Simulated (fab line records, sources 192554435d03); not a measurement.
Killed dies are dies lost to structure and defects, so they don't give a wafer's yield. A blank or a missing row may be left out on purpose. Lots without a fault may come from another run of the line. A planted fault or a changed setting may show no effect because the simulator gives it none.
Split-lot experiment | flow n5_finfet | 7 lots, 21 wafers read, on a route of 1938 steps

THE SPLIT
At N5_MOL_CONTACT_COAG_COAT_76 (time 60 s, resist thk 10 nm), the setting spin_rpm was moved away from the recipe's 1500 rpm on 7 of the 21 wafers read, by -5.4% to +7.9%. The other wafers ran this setting at the recipe's value.

FROM THE SPLIT TO THE READING: what the file shows between them, 4 steps
- N5_MOL_CONTACT_COAG_COAT_77: time 60 s, resist thk 10 nm
- N5_MOL_CONTACT_COAG_COAT_78: resist thk 40 nm
- N5_MOL_CONTACT_COAG_DESCUM_88: chemistry O2, time 7 s
- N5_MOL_CONTACT_COAG_ETCH_89: etches underlayer in N2/H2, target depth 13 nm, time 10.4 s

THE READING
etch.depth_nm (the simulator's own value, which no gauge read), in nm, at N5_MOL_CONTACT_COAG_ETCH_90 (etches SiARC in CF4, target depth 13 nm, time 21.7 s). The file gives no usual value for it. The 14 wafers here that ran the recipe average 10.016 nm, standard deviation 0.027 nm.

wafer  | tool, chamber at the split | spin_rpm as run, rpm | against the recipe | etch.depth_nm, nm | against lot-mates on the recipe
L074.1 | litho_track-01, 0          | 1436                 | -4.3%              | 10.19             | +0.186
L074.2 | litho_track-01, 0          | 1500                 | recipe             | 10.01             | -
L074.5 | litho_track-01, 0          | 1500                 | recipe             | 9.998             | -
L076.3 | litho_track-04, 0          | 1500                 | recipe             | 9.978             | -
L076.4 | litho_track-04, 0          | 1500                 | recipe             | 10.01             | -
L076.6 | litho_track-04, 0          | 1614                 | +7.6%              | 9.65              | -0.344
L077.4 | litho_track-04, 0          | 1619                 | +7.9%              | 9.692             | -0.348
L077.5 | litho_track-04, 0          | 1500                 | recipe             | 10.04             | -
L077.6 | litho_track-04, 0          | 1619                 | +7.9%              | 9.683             | -0.357
L078.2 | litho_track-04, 0          | 1500                 | recipe             | 10.04             | -
L078.3 | litho_track-04, 0          | 1500                 | recipe             | 10.06             | -
L078.6 | litho_track-04, 0          | 1420                 | -5.3%              | 10.32             | +0.270
L086.1 | litho_track-04, 0          | 1500                 | recipe             | 10.04             | -
L086.2 | litho_track-04, 0          | 1500                 | recipe             | 10                | -
L086.3 | litho_track-04, 0          | 1500                 | recipe             | 9.968             | -
L087.2 | litho_track-04, 0          | 1419                 | -5.4%              | 10.31             | +0.260
L087.5 | litho_track-04, 0          | 1500                 | recipe             | 10.05             | -
L087.6 | litho_track-04, 0          | 1419                 | -5.4%              | 10.32             | +0.270
L091.2 | litho_track-05, 0          | 1500                 | recipe             | 10.01             | -
L091.3 | litho_track-05, 0          | 1500                 | recipe             | 9.992             | -
L091.4 | litho_track-05, 0          | 1500                 | recipe             | 10.03             | -

THE FIT
A straight line over all 21 wafers: etch.depth_nm changes by -0.0472 nm for each +1% of spin_rpm; r = -0.98; the points scatter about the line by 0.032 nm.
The same after taking each lot's own level away (the mean of its wafers on the recipe; 21 wafers): -0.0461 nm for each +1%; r = -1.00; scatter 0.017 nm.
On that fit, the largest move of spin_rpm shifts the reading by 0.37 nm.
The lots' own levels span 9.9940 to 10.0500 nm, that is 2.1 times the standard deviation above.
So the lot-to-lot level changes the slope little: the two slopes agree.
Check: with one of the wafers moved furthest among these (+7.9%) left out of the fit, the line predicts -0.367 nm for it against its lot-mates. It came out at -0.348 nm against them.

OTHER SPLITS ON THESE WAFERS
These wafers also went through other splits before the reading. Each is held against what the fit with the lots' levels taken away leaves over:
other split on the same wafers        | wafers away from the commonest value | r with etch.depth_nm (lot level and that fit taken away)
N5_MOL_CONTACT_COAG_COAT_103 spin_rpm | 7                                    | -0.30
N5_MOL_CONTACT_COAG_EXPOSE_05 dose_mj | 9                                    | +0.15
N5_MOL_CONTACT_COAG_PECVD_31 temp_c   | 7                                    | +0.06

THE WHOLE CHAIN: every reading that the file lists as answering this split, in the file's order
step                        | what it does                                         | reading                                                                                     | change (the file's fit)                | r (the file's)
N5_MOL_CONTACT_COAG_COAT_76 | time 60 s, resist thk 10 nm                          | SiARC_of_MOL_CONTACT_COAG_COAT_76.thk_nm (the simulator's own value, which no gauge read)   | -0.0578 nm for each +1% of the setting | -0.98
N5_MOL_CONTACT_COAG_ETCH_90 | etches SiARC in CF4, target depth 13 nm, time 21.7 s | CAR-EUV_of_MOL_CONTACT_COAG_COAT_78.thk_nm (the simulator's own value, which no gauge read) | +0.0419 nm for each +1% of the setting | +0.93
N5_MOL_CONTACT_COAG_ETCH_90 | etches SiARC in CF4, target depth 13 nm, time 21.7 s | etch.depth_nm (the simulator's own value, which no gauge read)                              | -0.046 nm for each +1% of the setting  | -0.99

THE FILE'S OWN FIT
etch.depth_nm changes by -0.046 nm for each +1% of spin_rpm, r = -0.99.
